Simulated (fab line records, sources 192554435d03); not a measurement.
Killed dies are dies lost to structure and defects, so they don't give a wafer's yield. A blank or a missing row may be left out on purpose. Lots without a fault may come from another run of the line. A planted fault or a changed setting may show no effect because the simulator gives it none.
Split-lot experiment | flow n5_finfet | 7 lots, 21 wafers read, on a route of 1938 steps

THE SPLIT
At N5_BEOL_M4_DESCUM_33 (chemistry O2, time 7 s), the setting time_s was moved away from the recipe's 7 s on 7 of the 21 wafers read, by -18.8% to +20.5%. The other wafers ran this setting at the recipe's value.

FROM THE SPLIT TO THE READING: what the file shows between them, 3 steps
- N5_BEOL_M4_ETCH_77: etches underlayer in N2/H2, target depth 6.5 nm, time 5.2 s
- N5_BEOL_M4_ETCH_69: etches SiARC in CF4, target depth 15.6 nm, time 26 s
- N5_BEOL_M4_ALD_98: deposits SiO2, target thk 2.5 nm, pulse time 1 s, co reactant pulse time 1 s

THE READING
CAR-EUV_of_BEOL_M4_COAT_22.thk_nm (the simulator's own value, which no gauge read), in nm, at N5_BEOL_M4_ETCHBACK_99 (etches SiO2 in CHF3, target depth 5 nm, time 10.4 s). The file gives no usual value for it. The 14 wafers here that ran the recipe average 10.4 nm, standard deviation 0.11 nm.

wafer  | tool, chamber at the split | time_s as run, s | against the recipe | CAR-EUV_of_BEOL_M4_COAT_22.thk_nm, nm | against lot-mates on the recipe
L076.1 | rie_diel-06, 0,1           | 7                | recipe             | 10.4                                  | -
L076.2 | rie_diel-06, 0,1           | 7                | recipe             | 10.4                                  | -
L076.4 | rie_diel-06, 2             | 7                | recipe             | 10.4                                  | -
L082.1 | rie_diel-06, 2,0,3         | 7                | recipe             | 10.4                                  | -
L082.2 | rie_diel-06, 2,0,3         | 7                | recipe             | 10.2                                  | -
L082.6 | rie_diel-06, 2,0,3         | 7                | recipe             | 10.2                                  | -
L089.2 | rie_diel-06, 3,2,0         | 7                | recipe             | 10.4                                  | -
L089.3 | rie_diel-06, 3,2,0         | 7                | recipe             | 10.4                                  | -
L089.6 | rie_diel-06, 3,2,0         | 7                | recipe             | 10.4                                  | -
L093.4 | rie_diel-04, 3             | 6.519            | -6.9%              | 10.6                                  | +0.1
L093.5 | rie_diel-04, 3,0           | 7                | recipe             | 10.4                                  | -
L093.6 | rie_diel-04, 3,0           | 7                | recipe             | 10.6                                  | -
L094.1 | rie_diel-04, 2,1           | 7                | recipe             | 10.4                                  | -
L094.5 | rie_diel-04, 2,1           | 7                | recipe             | 10.4                                  | -
L094.6 | rie_diel-04, 0             | 5.683            | -18.8%             | 11.2                                  | +0.8
L092.1 | rie_diel-06, 2,3,1         | 6.406            | -8.5%              | 10.8                                  | no lot-mate on the recipe
L092.5 | rie_diel-06, 2,3,1         | 6.406            | -8.5%              | 10.8                                  | no lot-mate on the recipe
L092.4 | rie_diel-06, 2,3,1         | 6.406            | -8.5%              | 10.6                                  | no lot-mate on the recipe
L096.1 | rie_diel-06, 0,2           | 8.435            | +20.5%             | 9.6                                   | -1.0
L096.2 | rie_diel-06, 2             | 7                | recipe             | 10.6                                  | -
L096.6 | rie_diel-06, 0,2           | 8.435            | +20.5%             | 9.8                                   | -0.8
Where a row lists several chambers, the file gives one row for several wafers and doesn't say which wafer went through which chamber.

THE FIT
A straight line over all 21 wafers: CAR-EUV_of_BEOL_M4_COAT_22.thk_nm changes by -0.0367 nm for each +1% of time_s; r = -0.95; the points scatter about the line by 0.11 nm.
The same after taking each lot's own level away (the mean of its wafers on the recipe; 18 wafers): -0.0422 nm for each +1%; r = -0.98; scatter 0.08 nm.
On that fit, the largest move of time_s shifts the reading by 0.87 nm.
The lots' own levels span 10.27 to 10.60 nm, that is 3.1 times the standard deviation above.
So the lot-to-lot level changes the slope: the two fits differ.
Check: with one of the wafers moved furthest among these (+20.5%) left out of the fit, the line predicts -0.809 nm for it against its lot-mates. It came out at -1 nm against them.

OTHER SPLITS ON THESE WAFERS
These wafers also went through other splits before the reading. Each is held against what the fit with the lots' levels taken away leaves over:
other split on the same wafers   | wafers away from the commonest value | r with CAR-EUV_of_BEOL_M4_COAT_22.thk_nm (lot level and that fit taken away)
N5_BEOL_M2_TRENCH_ETCH_37 time_s | 5                                    | -0.41
N5_BEOL_M4_COAT_67 spin_rpm      | 5                                    | +0.42

THE WHOLE CHAIN: every reading that the file lists as answering this split, in the file's order
step                   | what it does                                                | reading                                                                            | change (the file's fit)                | r (the file's)
N5_BEOL_M4_DESCUM_33   | chemistry O2, time 7 s                                      | CAR-EUV_of_BEOL_M4_COAT_22.thk_nm (the simulator's own value, which no gauge read) | -0.04 nm for each +1% of the setting   | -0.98
N5_BEOL_M4_ETCH_77     | etches underlayer in N2/H2, target depth 6.5 nm, time 5.2 s | CAR-EUV_of_BEOL_M4_COAT_22.thk_nm (the simulator's own value, which no gauge read) | -0.0391 nm for each +1% of the setting | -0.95
N5_BEOL_M4_ETCH_69     | etches SiARC in CF4, target depth 15.6 nm, time 26 s        | CAR-EUV_of_BEOL_M4_COAT_22.thk_nm (the simulator's own value, which no gauge read) | -0.0366 nm for each +1% of the setting | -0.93
N5_BEOL_M4_ETCHBACK_99 | etches SiO2 in CHF3, target depth 5 nm, time 10.4 s         | CAR-EUV_of_BEOL_M4_COAT_22.thk_nm (the simulator's own value, which no gauge read) | -0.0416 nm for each +1% of the setting | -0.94

THE FILE'S OWN FIT
CAR-EUV_of_BEOL_M4_COAT_22.thk_nm changes by -0.0416 nm for each +1% of time_s, r = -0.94.
